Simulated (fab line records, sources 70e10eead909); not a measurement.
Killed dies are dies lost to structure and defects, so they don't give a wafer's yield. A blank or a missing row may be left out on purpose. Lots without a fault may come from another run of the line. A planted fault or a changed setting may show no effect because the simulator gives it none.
Chamber matching | flow nand_harc | NHARC_A_STAIRCASE_DESCUM_291 on rie_diel-08: 4 sister chambers
The step chemistry O2, time 3 s. 8 wafers are shown with their chamber, then 11 later ones without.

WAFERS WITH THEIR CHAMBER
wafer  | chamber | showerhead_plenum_p_Torr (Torr) | oes_product_au (a.u.)
L079.1 | 0       | 1.83                            | 1.015
L085.2 | 1       | 1.79                            | 1.017
L087.4 | 3       | 1.77                            | 1.022
L087.6 | 1       | 1.79                            | 1.008
L089.1 | 0       | 1.82                            | 0.990
L089.4 | 2       | 1.81                            | 0.985
L089.5 | 2       | 1.81                            | 0.978
L091.2 | 3       | 1.77                            | 1.018

WAFERS WITHOUT THEIR CHAMBER
wafer  | showerhead_plenum_p_Torr (Torr) | oes_product_au (a.u.)
L091.3 | 1.82                            | 0.991
L091.5 | 1.82                            | 0.985
L094.2 | 1.77                            | 1.017
L094.3 | 1.79                            | 1.002
L094.5 | 1.82                            | 0.981
L093.2 | 1.79                            | 1.012
L093.4 | 1.82                            | 1.001
L093.5 | 1.81                            | 0.979
L096.3 | 1.82                            | 0.997
L096.5 | 1.82                            | 0.995
L096.6 | 1.77                            | 1.026

WHICH CHAMBER EACH WENT THROUGH
wafer  | from the rows above     | in truth
L091.3 | can't be placed: 0 or 2 | 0
L091.5 | can't be placed: 0 or 2 | 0
L094.2 | 3                       | 3
L094.3 | 1                       | 1
L094.5 | can't be placed: 0 or 2 | 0
L093.2 | 1                       | 1
L093.4 | 0                       | 0
L093.5 | 2                       | 2
L096.3 | can't be placed: 0 or 2 | 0
L096.5 | can't be placed: 0 or 2 | 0
L096.6 | 3                       | 3
Placed correctly: 6 of 11. Can't be placed from these rows: 5 (the true chamber is among the candidates in 5). Placed wrongly: 0.
How it was worked out, from the rows above alone: a wafer's distance from a chamber is the root of the sum, over the readings, of the square of ((its reading less the chamber's mean) divided by the reading's scatter). The wafer belongs to the nearest chamber; if the next one is less than 2 further off, it can't be placed. A chamber's mean is the mean of its shown wafers. The scatter: the root of (the sum of the squares of (reading less its chamber's mean) over the shown wafers, divided by (wafers less chambers)).
